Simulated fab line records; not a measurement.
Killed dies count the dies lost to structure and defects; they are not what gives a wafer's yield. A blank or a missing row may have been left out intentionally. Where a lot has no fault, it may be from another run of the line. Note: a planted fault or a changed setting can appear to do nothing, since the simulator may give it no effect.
8D (eight disciplines) problem report, filled in by code || flow n5Finfet || the parts of the form that need people (team, actions taken, sign-off) are left out

1. PROBLEM STATEMENT
At N5_BEOL_M2_COAT_76, spinSpeedRpm averages 1463.8 rpm over 6 wafers from 2 lots, while fault-free wafers read 1500.1 rpm, standard deviation 1. That puts it -36 standard deviations away from the usual mean.
The step: time 60 s, resist thk 5 nm.
The first sign was on wafer L150.2 at day 7 23:33, on lithoTrack-02. At this step, 30 wafers from 10 lots have a number in the record. Rule for "out" (also "out of limits"): further than 4 standard deviations from the usual mean. Any other wafer with a number is counted as sound.

2. WHAT IT IS; WHAT IT IS NOT
{"question": "which readings at this step", "is": "spinSpeedRpm", "is not": "-"}
{"question": "which lots", "is": "L150, L152", "is not": "L145, L146, L147, L148, L151, L160, L163, L168"}
{"question": "which wafers of those lots", "is": "all that have a number", "is not": "-"}
{"question": "read on which tools", "is": "lithoTrack-02", "is not": "lithoTrack-03, lithoTrack-04"}
{"question": "when", "is": "from day 7 23:33", "is not": "up to then (12 sound wafers); but 12 sound wafers of L151, L160, L163, L168 came after"}

3. WHAT RULES OUT EACH SUSPECT
Counting: a tool at any process step up to the reading remains a suspect when it ran all the lots that are out and ran no sound lot after the first of those.
- pecvd-01 at N5_BEOL_M1_DEP_57 (deposits SiCN from 3MS/NH3, target thk 8 nm, time 14 s): kept. It ran every lot that is out, first L150 (day 7 21:25), and no sound lot after that.
- pvdSputter-01 at N5_BEOL_M2_HM_DEP_02 (deposits TiN, target thk 20 nm): ruled out as a lasting fault. The sound lots L151, L160 went through it after L150, its earliest lot that is out (day 7 22:01).
- lithoTrack-02 at N5_BEOL_M2_COAT_76 (time 60 s, resist thk 5 nm): kept. Every lot that is out went through it, starting with L150 (day 7 23:33), and after that it ran no sound lot; the last sound lot it ran before then is L148 (day 7 20:50). On those wafers its own readings are out: spinSpeedRpm.
Left after counting: pecvd-01 at N5_BEOL_M1_DEP_57, lithoTrack-02 at N5_BEOL_M2_COAT_76.

4. THE CAUSE (what the simulator had put in)
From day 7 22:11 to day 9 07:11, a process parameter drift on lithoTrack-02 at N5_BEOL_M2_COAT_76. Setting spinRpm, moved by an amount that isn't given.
This tool is one of the 2 suspects left after counting.

5. THE EFFECT CHAIN, in route order
Each row: a reading whose mean over the struck wafers that have a number lies more than 3 standard deviations from the usual. Only readings for which the record gives a usual standard deviation are gone through. hours: the time from each lot's start at the first step in this table that gives one to its start at this step, as a median over the lots. sigmas: the change in usual standard deviations.
{"hours": 0, "step": "N5_BEOL_M2_COAT_76", "reading": "spinSpeedRpm", "usual": "1500.1 rpm", "on struck wafers": 1463.8, "change": -36.3, "sigmas": -36}
The process steps in it:
- N5_BEOL_M2_COAT_76: time 60 s, resist thk 5 nm.
Later steps that measure or inspect, where all struck wafers having a row at the step show a number for every such reading and not one has moved that far: N5_BEOL_M4_RC_MEAS_101.

6. WHAT WOULD HAVE CAUGHT IT SOONER
In this record the first reading out of limits was taken at day 7 23:33, 1 hour after the fault began at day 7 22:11.
